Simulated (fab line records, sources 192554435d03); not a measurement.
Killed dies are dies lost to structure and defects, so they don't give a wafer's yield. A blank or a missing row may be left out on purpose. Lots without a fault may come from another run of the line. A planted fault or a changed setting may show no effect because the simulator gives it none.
Split-lot experiment | flow n5_finfet | 7 lots, 39 wafers read, on a route of 1938 steps

THE SPLIT
At N5_FIN_SAQP_DEVELOP_15 (develop time 30 s), the setting develop_time_s was moved away from the recipe's 30 s on 15 of the 39 wafers read, by -34.4% to +44.3%. The other wafers ran this setting at the recipe's value.

The file shows no step between the split and the reading.

THE READING
cd_nm, in nm, at N5_FIN_SAQP_CD_MEAS_16 (target cd 35.6 nm). Fault-free wafers of this fab line usually give 35.5 nm, standard deviation 0.35 nm.

wafer  | tool, chamber at the split | develop_time_s as run, s | against the recipe | cd_nm, nm | against lot-mates on the recipe
L077.1 | litho_track-02, 0          | 30                       | recipe             | 35.1      | -
L077.2 | litho_track-02, 0          | 19.69                    | -34.4%             | 36.1      | +0.9
L077.3 | litho_track-02, 0          | 30                       | recipe             | 35.3      | -
L077.4 | litho_track-02, 0          | 30                       | recipe             | 35.3      | -
L077.5 | litho_track-02, 0          | 19.69                    | -34.4%             | 35.8      | +0.6
L077.6 | litho_track-02, 0          | 19.69                    | -34.4%             | 36.3      | +1.1
L085.1 | litho_track-02, 0          | 30                       | recipe             | 34.9      | -
L085.2 | litho_track-02, 0          | 40.96                    | +36.5%             | 34.1      | -1.1
L085.3 | litho_track-02, 0          | 40.96                    | +36.5%             | 34.5      | -0.7
L085.4 | litho_track-02, 0          | 30                       | recipe             | 35.3      | -
L085.5 | litho_track-02, 0          | 30                       | recipe             | 35.5      | -
L085.6 | litho_track-02, 0          | 40.96                    | +36.5%             | 34.0      | -1.2
L089.1 | litho_track-05, 0          | 30                       | recipe             | 35.4      | -
L089.2 | litho_track-05, 0          | 30                       | recipe             | 36.4      | -
L089.3 | litho_track-05, 0          | 30                       | recipe             | 36.2      | -
L089.4 | litho_track-05, 0          | 30                       | recipe             | 35.8      | -
L089.5 | litho_track-05, 0          | 30                       | recipe             | 36.0      | -
L089.6 | litho_track-05, 0          | 30                       | recipe             | 35.8      | -
L091.1 | litho_track-04, 0          | 30                       | recipe             | 35.5      | -
L091.2 | litho_track-04, 0          | 30                       | recipe             | 35.3      | -
L091.3 | litho_track-04, 0          | 30                       | recipe             | 35.7      | -
L092.1 | litho_track-02, 0          | 43.28                    | +44.3%             | 34.2      | -1.1
L092.2 | litho_track-02, 0          | 43.28                    | +44.3%             | 34.2      | -1.1
L092.3 | litho_track-02, 0          | 30                       | recipe             | 35.0      | -
L092.4 | litho_track-02, 0          | 30                       | recipe             | 35.7      | -
L092.5 | litho_track-02, 0          | 30                       | recipe             | 35.3      | -
L092.6 | litho_track-02, 0          | 43.28                    | +44.3%             | 34.2      | -1.1
L094.1 | litho_track-02, 0          | 30                       | recipe             | 35.4      | -
L094.2 | litho_track-02, 0          | 23.83                    | -20.6%             | 35.9      | +0.7
L094.3 | litho_track-02, 0          | 30                       | recipe             | 35.0      | -
L094.4 | litho_track-02, 0          | 23.83                    | -20.6%             | 35.5      | +0.3
L094.5 | litho_track-02, 0          | 30                       | recipe             | 35.1      | -
L094.6 | litho_track-02, 0          | 23.83                    | -20.6%             | 35.6      | +0.4
L097.1 | litho_track-04, 0          | 20.29                    | -32.4%             | 36.1      | +0.7
L097.2 | litho_track-04, 0          | 30                       | recipe             | 35.3      | -
L097.3 | litho_track-04, 0          | 30                       | recipe             | 35.4      | -
L097.4 | litho_track-04, 0          | 20.29                    | -32.4%             | 36.2      | +0.8
L097.5 | litho_track-04, 0          | 30                       | recipe             | 35.5      | -
L097.6 | litho_track-04, 0          | 20.29                    | -32.4%             | 36.4      | +1.0

THE FIT
A straight line over all 39 wafers: cd_nm changes by -0.0256 nm for each +1% of develop_time_s; r = -0.86; the points scatter about the line by 0.34 nm.
The same after taking each lot's own level away (the mean of its wafers on the recipe; 39 wafers): -0.0259 nm for each +1%; r = -0.94; scatter 0.21 nm.
On that fit, the largest move of develop_time_s shifts the reading by 1.1 nm.
The lots' own levels span 35.17 to 35.93 nm, that is 2.2 times the standard deviation above.
So the lot-to-lot level changes the slope little: the two slopes agree.
Check: with one of the wafers moved furthest among these (+44.3%) left out of the fit, the line predicts -1.16 nm for it against its lot-mates. It came out at -1.13 nm against them.

OTHER SPLITS ON THESE WAFERS
These wafers also went through other splits before the reading. Each is held against what the fit with the lots' levels taken away leaves over:
other split on the same wafers          | wafers away from the commonest value | r with cd_nm (lot level and that fit taken away)
N5_ZERO_LAYER_DEVELOP_10 develop_time_s | 15                                   | +0.02

THE FILE'S OWN FIT
cd_nm changes by -0.026 nm for each +1% of develop_time_s, r = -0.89.
